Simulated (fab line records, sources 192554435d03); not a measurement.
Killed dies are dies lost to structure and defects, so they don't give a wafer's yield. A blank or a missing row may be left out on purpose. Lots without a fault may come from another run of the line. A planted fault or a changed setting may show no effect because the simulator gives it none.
fab line records | flow n5_finfet
record lots=7 wafers=21
route steps=1938 shown BEOL_M3@963 BEOL_M4@1064 BEOL_M5@1160 BEOL_M6@1198
start_h: hours from the record's first day to the start of the lot's first wafer shown | wait_h: hours since the lot's step before | " the same as in the row above | L1.1+2: a row that stands for several wafers | - no value, or no start given | * or withheld: withheld | < > ~ a bound
route shown NAME@n: a module of which the file shows steps, and the number in the route of the first | usual: mean/standard deviation of fault-free wafers | same: alike in all rows | chamber/n: place in a boat | sites: the reading at each site | _std_site: their standard deviation | _edge_site: outer sites' mean less inner sites' | radius_mm: how far each site lies from the wafer's centre | mask NAME#n: copy n | behind: the tool/chamber that last shaped the wafer | hold: why the lot was held/for how many hours/how that ended | device: the transistor (n, p or np) that didn't switch | end of line: the same wafers' tests at the end of the route | a step without rows: its recipe alone | killed: dies lost to structure and defects at the first sort, not the wafer's yield | map: a wafer's dies, x killed, . not, _ none there
set.NAME: the setting as run; set.NAME@STEP: as run at that earlier step | model.NAME: the simulator's own value behind a step, which no gauge read
lots whose settings were changed on purpose; a table a step, a row a wafer
## steps
# step N5_BEOL_M3_EXPOSE_25
# recipe mask_id=V2 na=0.33 source_shape=quasar sigma_inner=0.2 sigma_outer=0.8 polarization=unpolarized defocus_nm=5 dose_mj=63
# columns lot.wafer tool chamber start_h wait_h mask set.dose_mj
L074.3+4+6 euv_scanner-02 0 144.40 - V2#0 63
L075.1+2 euv_scanner-02 0 152.68 - V2#0 60.67
L075.3 " 0 " " V2#0 63
L077.2+5 euv_scanner-02 0 161.49 - V2#0 63
L077.3 " 0 " " V2#0 60.75
L078.2+5 euv_scanner-01 0 168.06 - V2#0 64.36
L078.6 " 0 " " V2#0 63
L087.1+3+4 euv_scanner-02 0 224.76 - V2#0 63
L092.3+6 euv_scanner-01 0 252.30 - V2#0 63
L092.4 " 0 " " V2#0 59.93
L097.1+5 euv_scanner-02 0 283.43 - V2#0 63
L097.4 " 0 " " V2#0 60.81
# step N5_BEOL_M3_PEB_26
# recipe peb_temp_c=100 peb_time_s=60 resist=CAR-EUV
# step N5_BEOL_M3_DEVELOP_27
# recipe develop_time_s=30 developer=TMAH resist=CAR-EUV rinse_liquid=surfactant_rinse dry=air_spin dev_temp_c=23
# step N5_BEOL_M3_CD_MEAS_28
# recipe target_cd_nm=25.7 landing_energy_ev=500 detector=se_inlens target_cd_y_nm=23.3 polarity=opening
# usual cd_nm=25.66/0.24
# columns lot.wafer tool chamber start_h wait_h set.dose_mj@BEOL_M3_EXPOSE_25 cd_nm
L074.3 cd_sem-01 0 144.53 - 63 25.62
L074.4 " 0 " " 63 25.62
L074.6 " 0 " " 63 25.76
L075.1 cd_sem-02 0 152.83 - 60.67 24.73
L075.2 " 0 " " 60.67 24.78
L075.3 " 0 " " 63 25.70
L077.2 cd_sem-02 0 161.62 - 63 25.73
L077.3 " 0 " " 60.75 24.79
L077.5 " 0 " " 63 25.79
L078.2 cd_sem-01 0 168.20 - 64.36 26.13
L078.5 " 0 " " 64.36 26.12
L078.6 " 0 " " 63 25.43
L087.1 cd_sem-03 0 224.91 - 63 25.75
L087.3 " 0 " " 63 25.73
L087.4 " 0 " " 63 25.92
L092.3 cd_sem-03 0 252.43 - 63 25.45
L092.4 " 0 " " 59.93 24.80
L092.6 " 0 " " 63 25.77
L097.1 cd_sem-02 0 283.57 - 63 25.95
L097.4 " 0 " " 60.81 25.22
L097.5 " 0 " " 63 25.48
# step N5_BEOL_M3_DESCUM_33
# recipe chemistry=O2 time_s=7 source_power_w=50 bias_power_w=20 pressure_mtorr=20 rf_frequency_hz=2.712e+07 temp_c=40 resist=CAR-EUV o2_flow_sccm=225
# step N5_BEOL_M3_ETCH_77
# recipe chemistry=N2/H2 target=underlayer target_depth_a=65 mask_material=CAR-EUV time_s=5.2 ion_energy_ev=200 pressure_mtorr=30 source_w=840 bias_w=150 n2_flow_sccm=200 h2_flow_sccm=200 ends=cleared
# step N5_BEOL_M3_ETCH_69
# recipe chemistry=CF4 target=SiARC target_depth_a=156 mask_material=CAR-EUV time_s=26 ion_energy_ev=80 pressure_mtorr=40 source_w=545 bias_w=36 Ar_flow_sccm=100 cf4_flow_sccm=100 ends=cleared
# columns lot.wafer tool chamber start_h wait_h set.spin_rpm@BEOL_M3_COAT_68 model.etch.depth_nm
L074.3 rie_diel-03 3 144.96 0.0 1500 11.98
L074.4 " 3 " " 1366 12.57
L074.6 " 0 " " 1500 12
L075.1 rie_diel-06 1 153.00 0.0 1500 11.92
L075.2 " 2 " " 1500 11.98
L075.3 " 3 " " 1500 11.97
L077.2 rie_diel-03 2 161.88 0.0 1389 12.46
L077.3 " 0 " " 1389 12.43
L077.5 " 0 " " 1500 11.98
L078.2+6 rie_diel-06 3,1 168.45 0.0 1500 12
L078.5 " 0 " " 1500 12.02
L087.1 rie_diel-03 1 225.33 0.0 1500 12.02
L087.3+4 " 0,1 " " 1500 12
L092.3 rie_diel-03 3 252.89 0.0 1379 12.54
L092.4 " 0 " " 1379 12.56
L092.6 " 3 " " 1379 12.58
L097.1 rie_diel-05 3 283.97 0.0 1347 12.7
L097.4 " 1 " " 1347 12.69
L097.5 " 1 " " 1500 12.04
# step N5_BEOL_M3_ALD_98
# recipe material=SiO2 target_thk_a=25 temp_c=100 ald_precursor_family=BDEAS ald_co_reactant=O2-plasma pulse_time_s=1 co_reactant_pulse_time_s=1 purge_time_s=2 co_reactant_purge_time_s=2 ald_cycles=17 pressure_torr=2
# step N5_BEOL_M3_ETCHBACK_99
# recipe chemistry=CHF3 target=SiO2 target_depth_a=50 time_s=10.4 source_w=215 bias_w=47 Ar_flow_sccm=200 CHF3_flow_sccm=12 ion_energy_ev=100 pressure_mtorr=30
# step N5_BEOL_M3_ETCH_70
# recipe chemistry=N2/H2 target=SOC target_depth_a=800 overetch_a=160 mask_material=SiARC temp_c=40 time_s=120 ion_energy_ev=200 pressure_mtorr=30 source_w=840 bias_w=150 n2_flow_sccm=200 h2_flow_sccm=200
# columns lot.wafer tool chamber start_h wait_h set.spin_rpm@BEOL_M3_COAT_68 model.SiARC_of_BEOL_M3_COAT_68.thk_nm
L074.3+6 rie_diel-06 2,0 147.50 0.0 1500 6.6
L074.4 " 1 " " 1366 7
L075.1+3 rie_diel-05 0,2 156.46 0.0 1500 6
L075.2 " 1 " " 1500 6.2
L077.2+3 rie_diel-03 3,0 162.60 0.0 1389 6.8
L077.5 " 3 " " 1500 6.4
L078.2+6 rie_diel-06 3 170.16 0.0 1500 6.4
L078.5 " 0 " " 1500 6.6
L087.1 rie_diel-03 1 225.66 0.0 1500 6
L087.3+4 " 3,0 " " 1500 6.4
L092.3 rie_diel-05 0 261.37 0.0 1379 6.6
L092.4+6 " 1 " " 1379 6.8
L097.1+4 rie_diel-03 0,3 285.20 0.0 1347 7
L097.5 " 1 " " 1500 6.2
# step N5_BEOL_M4_ETCH_70
# recipe chemistry=N2/H2 target=SOC target_depth_a=800 overetch_a=240 mask_material=SiARC temp_c=40 time_s=130 ion_energy_ev=200 pressure_mtorr=30 source_w=840 bias_w=150 n2_flow_sccm=200 h2_flow_sccm=200
# columns lot.wafer tool chamber start_h wait_h set.time_s model.SiARC_of_BEOL_M4_COAT_68.thk_nm
L074.3+4 rie_diel-01 0 156.58 0.0 130 6.2
L074.6 " 1 " " 130 5.8
L075.1+2+3 rie_diel-02 3,1,0 166.88 0.0 152.6 4.8
L077.2 rie_diel-02 3 175.34 0.0 130 5.8
L077.3+5 " 2 " " 130 6.2
L078.2 rie_diel-02 0 178.79 0.0 130 5.8
L078.5 " 3 " " 108.9 6.8
L078.6 " 2 " " 108.9 7
L087.1 rie_diel-04 1 237.93 0.0 130 6
L087.3+4 " 2,0 " " 130 5.8
L092.3 rie_diel-04 0 270.83 0.0 130 5.8
L092.4 " 3 " " 155.6 4.8
L092.6 " 0 " " 155.6 4.6
L097.1 rie_diel-02 0 294.83 0.0 130 5.8
L097.4+5 " 2 " " 130 6
# step N5_BEOL_M5_TRENCH_ETCH_37
# recipe chemistry=C4F6/O2 target_depth_a=716.52 target=SiCOH_lowk time_s=24.7 ion_energy_ev=250 pressure_mtorr=30 source_w=345 bias_w=185 Ar_flow_sccm=300 C4F6_flow_sccm=10 O2_flow_sccm=10
# usual rf_vpp_V=669/13
# columns lot.wafer tool chamber start_h wait_h set.source_w rf_vpp_V model.etch.depth_nm model.BEOL_M5.feature_depth_nm
L074.3 rie_diel-05 3 - - 291.3 753 66.41 66.4
L074.4 " 2 " " 345 665 74.66 74.6
L074.6 " 0 " " 345 656 73.92 74
L075.1 rie_diel-05 1 - - 304.5 730 69.16 69.2
L075.2 " 0 " " 345 657 74.85 74.8
L075.3 " 2 " " 345 665 74.62 74.6
L077.2 rie_diel-03 2 - - 345 675 72.81 72.8
L077.3 " 0 " " 345 677 72.03 72
L077.5 " 0 " " 309.7 715 68.63 68.6
L078.2 rie_diel-05 2 - - 345 664 73.83 73.8
L078.5 " 2 " " 390.8 623 78.3 78.4
L078.6 " 1 " " 345 686 71.81 71.8
L087.1 rie_diel-03 1 - - 345 668 72.6 72.6
L087.3 " 3 " " 345 654 71.98 72
L087.4 " 0 " " 345 677 71.97 72
L092.3 rie_diel-05 0 - - 345 657 72.62 72.6
L092.4 " 1 " " 316.3 717 69.49 69.4
L092.6 " 3 " " 316.3 720 68.17 68.2
L097.1 rie_diel-06 3 - - 345 656 72.72 72.8
L097.4 " 0 " " 345 648 71.78 71.8
L097.5 " 0 " " 345 647 70.8 70.8
# step N5_BEOL_M5_ETCH_41
# recipe chemistry=CH3F/O2 target=SiCN target_depth_a=315 taper_deg=2 time_s=56.7 ion_energy_ev=120 mask_material=TiN pressure_mtorr=30 source_w=395 bias_w=75 Ar_flow_sccm=150 CH3F_flow_sccm=30 O2_flow_sccm=20
# step N5_BEOL_M5_STRIP_91
# recipe chemistry=N2/H2 time_s=10 power_w=450 temp_c=40 pressure_mtorr=20 rf_frequency_hz=6e+07 bias_power_w=7 n2_flow_sccm=200 h2_flow_sccm=200
# step N5_BEOL_M5_OCD_MEAS_38
# usual trench_depth_nm=71.8/1.6
# columns lot.wafer tool chamber start_h wait_h set.source_w@BEOL_M5_TRENCH_ETCH_37 trench_depth_nm
L074.3 ocd-02 - 169.48 - 291.3 66.6
L074.4 " - " " 345 74.8
L074.6 " - " " 345 74.1
L075.1 ocd-01 - 178.47 - 304.5 69.4
L075.2 " - " " 345 74.7
L075.3 " - " " 345 74.6
L077.2 ocd-01 - 185.81 - 345 72.8
L077.3 " - " " 345 72.0
L077.5 " - " " 309.7 68.3
L078.2 ocd-02 - 191.73 - 345 73.7
L078.5 " - " " 390.8 78.5
L078.6 " - " " 345 71.8
L087.1 ocd-02 - 250.83 - 345 72.6
L087.3 " - " " 345 71.3
L087.4 " - " " 345 72.1
L092.3 ocd-02 - 282.30 - 345 72.5
L092.4 " - " " 316.3 69.5
L092.6 " - " " 316.3 68.2
L097.1 ocd-02 - 305.59 - 345 73.4
L097.4 " - " " 345 72.4
L097.5 " - " " 345 71.2
# step N5_BEOL_M5_HM_STRIP_39
# recipe chemistry=peroxide_tin_strip material=TiN target_depth_a=250 temp_c=50 time_s=158
# step N5_BEOL_M5_SRD_40
# recipe time_s=30 temp_c=23 rinse_liquid=diw dry=ipa_marangoni
# step N5_BEOL_M5_ECD_50
# recipe material=Cu target_thk_a=3000
# step N5_BEOL_M5_ANNEAL_51
# recipe temp_c=225 time_s=90 ambient=N2
# step N5_BEOL_M5_CMP_52
# recipe stop_on=SiCOH_lowk t_overpolish_s=6.9 down_force_psi=1 platen_rpm=50 clearing_platen_down_force_psi=1.5 clearing_platen_rpm=50 post_cmp_clean=cu_alkaline target_thk_nm=62 clearing_platen_pad_velocity_m_s=0.99484 pad_velocity_m_s=0.99484
# columns lot.wafer tool chamber start_h wait_h set.source_w@BEOL_M5_TRENCH_ETCH_37 model.Cu_of_BEOL_M5_ECD_50.thk_nm
L074.3 cmp-02 0 176.38 0.2 291.3 56
L074.4 " 1 " " 345 67
L074.6 " 2 " " 345 64.6
L075.2 cmp-03 1 184.55 0.2 345 66.4
L075.1 " 2 " " 304.5 60.8
L075.3 " 3 " " 345 67
L077.3 cmp-02 3 193.15 1.0 345 62.6
L077.2 " 1 " " 345 64.2
L077.5 " 0 " " 309.7 59.8
L078.2 cmp-02 1 198.96 0.3 345 65.6
L078.5 " 2 " " 390.8 69.4
L078.6 " 3 " " 345 61.8
L087.3 cmp-03 0 257.31 0.2 345 61.8
L087.1 " 1 " " 345 65.4
L087.4 " 2 " " 345 62
L092.4 cmp-03 1 288.36 0.1 316.3 59.6
L092.3 " 3 " " 345 63.4
L092.6 " 2 " " 316.3 57.2
L097.1 cmp-02 2 313.02 0.3 345 63
L097.4 " 0 " " 345 63.6
L097.5 " 2 " " 345 61.2
# step N5_BEOL_M5_THK_MEAS_53
# recipe thk_meas_gauge=xrf reads=Cu_of_BEOL_M5_ECD_50
# usual M5_THK=62.8/1.9
# columns lot.wafer tool chamber start_h wait_h set.source_w@BEOL_M5_TRENCH_ETCH_37 M5_THK[nm]
L074.3 film_metro-02 - 176.61 - 291.3 56.5
L074.4 " - " " 345 68.1
L074.6 " - " " 345 65.6
L075.1 film_metro-01 - 184.85 - 304.5 60.8
L075.2 " - " " 345 66.8
L075.3 " - " " 345 67.3
L077.2 film_metro-01 - 193.45 - 345 64.1
L077.3 " - " " 345 63.0
L077.5 " - " " 309.7 59.8
L078.2 film_metro-01 - 199.14 - 345 65.9
L078.5 " - " " 390.8 69.9
L078.6 " - " " 345 61.9
L087.1 film_metro-02 - 257.60 - 345 66.0
L087.3 " - " " 345 62.2
L087.4 " - " " 345 62.4
L092.3 film_metro-02 - 288.65 - 345 63.9
L092.4 " - " " 316.3 60.0
L092.6 " - " " 316.3 57.9
L097.1 film_metro-02 - 313.28 - 345 64.1
L097.4 " - " " 345 64.7
L097.5 " - " " 345 61.9
# step N5_BEOL_M5_PRE_CLEAN_77
# recipe gas=NH3/H2 time_s=15 temp_c=* rf_power_w=300
# step N5_BEOL_M5_CO_CAP_78
# recipe material=Co target_thk_a=20 temp_c=200 precursor=CCTBA/H2 pressure_torr=30 time_s=102.1
# step N5_BEOL_M5_PRE_CLEAN_55
# recipe gas=NH3 time_s=15 temp_c=withheld rf_power_w=300
# step N5_BEOL_M5_DEP_56
# recipe material=SiCN target_thk_a=80 temp_c=withheld precursor=3MS/NH3 pressure_torr=3 rf_w=202 time_s=14
# step N5_BEOL_M5_RS_MEAS_57
# recipe thk_meas_gauge=four-point-probe reads=Co_of_BEOL_M5_CO_CAP_78+Cu_of_BEOL_M5_ECD_50+Co_of_BEOL_M5_CVD_47+TaN_of_BEOL_M5_ALD_86
# usual M5_RS=0.384/0.014
# columns lot.wafer tool chamber start_h wait_h set.source_w@BEOL_M5_TRENCH_ETCH_37 M5_RS[ohm/sq]
L074.3 film_metro-02 - 176.87 0.1 291.3 0.438
L074.4 " - " " 345 0.351
L074.6 " - " " 345 0.368
L075.1 film_metro-01 - 185.15 0.0 304.5 0.396
L075.2 " - " " 345 0.355
L075.3 " - " " 345 0.352
L077.2 film_metro-01 - 193.94 0.1 345 0.371
L077.3 " - " " 345 0.381
L077.5 " - " " 309.7 0.405
L078.2 film_metro-02 - 199.43 0.1 345 0.360
L078.5 " - " " 390.8 0.337
L078.6 " - " " 345 0.388
L087.1 film_metro-02 - 257.86 0.0 345 0.362
L087.3 " - " " 345 0.389
L087.4 " - " " 345 0.387
L092.3 film_metro-01 - 288.91 0.1 345 0.376
L092.4 " - " " 316.3 0.407
L092.6 " - " " 316.3 0.426
L097.1 film_metro-02 - 313.54 0.0 345 0.379
L097.4 " - " " 345 0.376
L097.5 " - " " 345 0.394
# step N5_BEOL_M6_HM_DEP_02
# recipe material=TiN target_thk_a=200 temp_c=25 chamber_pressure_pa=0.49996
# columns lot.wafer tool chamber start_h wait_h set.target_thk_a model.TiN_of_BEOL_M6_HM_DEP_02.thk_nm
L074.3 pvd_sputter-01 - 179.01 1.0 200 20
L074.4 " - " " 200 19.8
L074.6 " - " " 200 19.6
L075.1 pvd_sputter-03 - 185.88 0.0 200 20.2
L075.2 " - " " 213.1 21.4
L075.3 " - " " 200 20.4
L077.2 pvd_sputter-03 - 195.12 0.5 200 20.2
L077.3 " - " " 200 20.4
L077.5 " - " " 200 20.6
L078.2 pvd_sputter-03 - 200.16 0.0 200 20.2
L078.5 " - " " 222.2 22
L078.6 " - " " 222.2 22.4
L087.1 pvd_sputter-03 - 259.58 1.0 200 20
L087.3+4 " - " " 200 20.2
L092.3 pvd_sputter-02 - 290.53 0.9 210.6 21.6
L092.4+6 " - " " 200 20
L097.1 pvd_sputter-01 - 315.61 1.4 216.4 22
L097.4 " - " " 216.4 21.8
L097.5 " - " " 200 20.4
# step N5_BEOL_M6_EXPOSE_08
# recipe mask_id=M6 na=1.35 source_shape=dipole sigma_inner=0.817 sigma_outer=0.97 polarization=te dose_mj=68.25
# columns lot.wafer tool chamber start_h wait_h mask set.dose_mj
L074.3+4+6 arfi_scanner-02 0 179.40 - M6#0 68.25
L075.1+2+3 arfi_scanner-03 0 186.25 - M6#0 68.25
L077.2+3+5 arfi_scanner-03 0 195.38 - M6#0 68.25
L078.2+5+6 arfi_scanner-03 0 200.41 - M6#0 70.55
L087.1+3+4 arfi_scanner-02 0 259.95 - M6#0 68.25
L092.3+4+6 arfi_scanner-01 0 290.92 - M6#0 68.25
L097.1+4 arfi_scanner-01 0 315.87 - M6#0 65.75
L097.5 " 0 " " M6#0 68.25
# step N5_BEOL_M6_PEB_09
# recipe peb_temp_c=withheld peb_time_s=60 resist=CAR-ArF
# step N5_BEOL_M6_DEVELOP_10
# recipe develop_time_s=30 developer=TMAH resist=CAR-ArF rinse_liquid=diw dry=air_spin dev_temp_c=23
# step N5_BEOL_M6_STRIP_68
# recipe chemistry=N2/H2 temp_c=40 n2_flow_sccm=200 h2_flow_sccm=200 rf_frequency_hz=6e+07
# step N5_BEOL_M6_STRIP_67
# recipe chemistry=CF4 resist=SiARC power_w=300 bias_power_w=75 pressure_mtorr=50 cf4_flow_sccm=150 rf_frequency_hz=6e+07
# step N5_BEOL_M6_HM_OPEN_17
# recipe chemistry=Cl2/BCl3 target_depth_a=200 overetch_a=60 target=TiN mask_material=SOC ion_energy_ev=150 pressure_mtorr=10 icp_w=1000 bias_w=126 Cl2_flow_sccm=53.25 bcl3_flow_sccm=21.75 Ar_flow_sccm=25
# columns lot.wafer tool chamber start_h wait_h set.target_thk_a@BEOL_M6_HM_DEP_02 model.etch.depth_nm
L074.3 rie_metal-02 1 179.91 0.1 200 19.92
L074.4 " 0 " " 200 19.8
L074.6 " 1 " " 200 19.67
L075.1 rie_metal-03 1 186.75 0.0 200 20.14
L075.2 " 0 " " 213.1 21.31
L075.3 " 0 " " 200 20.33
L077.2 rie_metal-01 1 195.93 0.0 200 20.12
L077.3 " 0 " " 200 20.37
L077.5 " 1 " " 200 20.59
L078.2 rie_metal-03 0 200.94 0.0 200 20.13
L078.5 " 0 " " 222.2 22.07
L078.6 " 1 " " 222.2 22.34
L087.1 rie_metal-03 1 260.45 0.0 200 20.09
L087.3 " 1 " " 200 20.18
L087.4 " 0 " " 200 20.3
L092.3 rie_metal-01 1 291.66 0.1 210.6 21.61
L092.4 " 0 " " 200 20.09
L092.6 " 0 " " 200 20.03
L097.1 rie_metal-03 1 316.91 0.0 216.4 22.04
L097.4 " 1 " " 216.4 21.82
L097.5 " 0 " " 200 20.38
# step N5_BEOL_M6_STRIP_19
# recipe chemistry=O2 power_w=400 temp_c=40 pressure_mtorr=30 rf_frequency_hz=6e+07 bias_power_w=0 overash_fraction=0.2 o2_flow_sccm=225
# step N5_BEOL_M6_STRIP_76
# recipe chemistry=C4F6/O2 resist=SiARC rf_frequency_hz=6e+07
# step N5_BEOL_M6_STRIP_36
# recipe chemistry=N2/H2 power_w=450 temp_c=40 pressure_mtorr=20 rf_frequency_hz=6e+07 overash_fraction=0.3 bias_power_w=7 h2_frac=0.5 n2_flow_sccm=200 h2_flow_sccm=200
# step N5_BEOL_M6_TRENCH_ETCH_37
# recipe chemistry=C4F6/O2 target_depth_a=944.35 target=SiCOH_lowk time_s=31.5 ion_energy_ev=250 pressure_mtorr=30 source_w=345 bias_w=185 Ar_flow_sccm=300 C4F6_flow_sccm=10 O2_flow_sccm=10
# columns lot.wafer tool chamber start_h wait_h set.target_thk_a@BEOL_M6_HM_DEP_02 model.TiN_of_BEOL_M6_HM_DEP_02.thk_nm
L074.3 rie_diel-01 2 - - 200 17.2
L074.4 " 3 " " 200 17
L074.6 " 3 " " 200 16.8
L075.1+3 rie_diel-01 0,2 - - 200 17.6
L075.2 " 1 " " 213.1 18.6
L077.2 rie_diel-04 1 - - 200 17.4
L077.3 " 2 " " 200 17.8
L077.5 " 2 " " 200 18
L078.2 rie_diel-04 3 - - 200 17.4
L078.5 " 1 " " 222.2 19.4
L078.6 " 0 " " 222.2 19.6
L087.1 rie_diel-01 3 - - 200 17.2
L087.3 " 1 " " 200 17.4
L087.4 " 2 " " 200 17.6
L092.3 rie_diel-01 1 - - 210.6 18.8
L092.4 " 2 " " 200 17.4
L092.6 " 3 " " 200 17.2
L097.1 rie_diel-02 0 - - 216.4 19.4
L097.4 " 1 " " 216.4 19.2
L097.5 " 1 " " 200 17.6
## key
split step=N5_BEOL_M3_EXPOSE_25 setting=dose_mj stated=63 by=wafer
response step=N5_BEOL_M3_CD_MEAS_28 reading=cd_nm change=+0.211 per=1% r=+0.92
split step=N5_BEOL_M4_ETCH_70 setting=time_s stated=130 by=wafer
response step=N5_BEOL_M4_ETCH_70 reading=model.SiARC_of_BEOL_M4_COAT_68.thk_nm change=-0.0607 per=1% r=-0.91
split step=N5_BEOL_M5_TRENCH_ETCH_37 setting=source_w stated=345 by=wafer
response step=N5_BEOL_M5_TRENCH_ETCH_37 reading=rf_vpp_V change=-5.28 per=1% r=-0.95
response step=N5_BEOL_M5_TRENCH_ETCH_37 reading=model.etch.depth_nm change=+0.454 per=1% r=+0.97
response step=N5_BEOL_M5_TRENCH_ETCH_37 reading=model.BEOL_M5.feature_depth_nm change=+0.455 per=1% r=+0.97
response step=N5_BEOL_M5_OCD_MEAS_38 reading=trench_depth_nm change=+0.455 per=1% r=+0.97
response step=N5_BEOL_M5_CMP_52 reading=model.Cu_of_BEOL_M5_ECD_50.thk_nm change=+0.515 per=1% r=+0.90
response step=N5_BEOL_M5_THK_MEAS_53 reading=M5_THK change=+0.537 per=1% r=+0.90
response step=N5_BEOL_M5_RS_MEAS_57 reading=M5_RS change=-0.0039 per=1% r=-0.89
split step=N5_BEOL_M6_HM_DEP_02 setting=target_thk_a stated=200 by=wafer
response step=N5_BEOL_M6_HM_DEP_02 reading=model.TiN_of_BEOL_M6_HM_DEP_02.thk_nm change=+0.192 per=1% r=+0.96
response step=N5_BEOL_M6_HM_OPEN_17 reading=model.etch.depth_nm change=+0.195 per=1% r=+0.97
response step=N5_BEOL_M6_TRENCH_ETCH_37 reading=model.TiN_of_BEOL_M6_HM_DEP_02.thk_nm change=+0.198 per=1% r=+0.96
split step=N5_BEOL_M6_EXPOSE_08 setting=dose_mj stated=68.25 by=wafer
response none clear
split outside_this_file step=N5_BEOL_M3_COAT_68 setting=spin_rpm
# split outside_this_file: this setting was split too, and the file shows its column; the key of that split is in another file
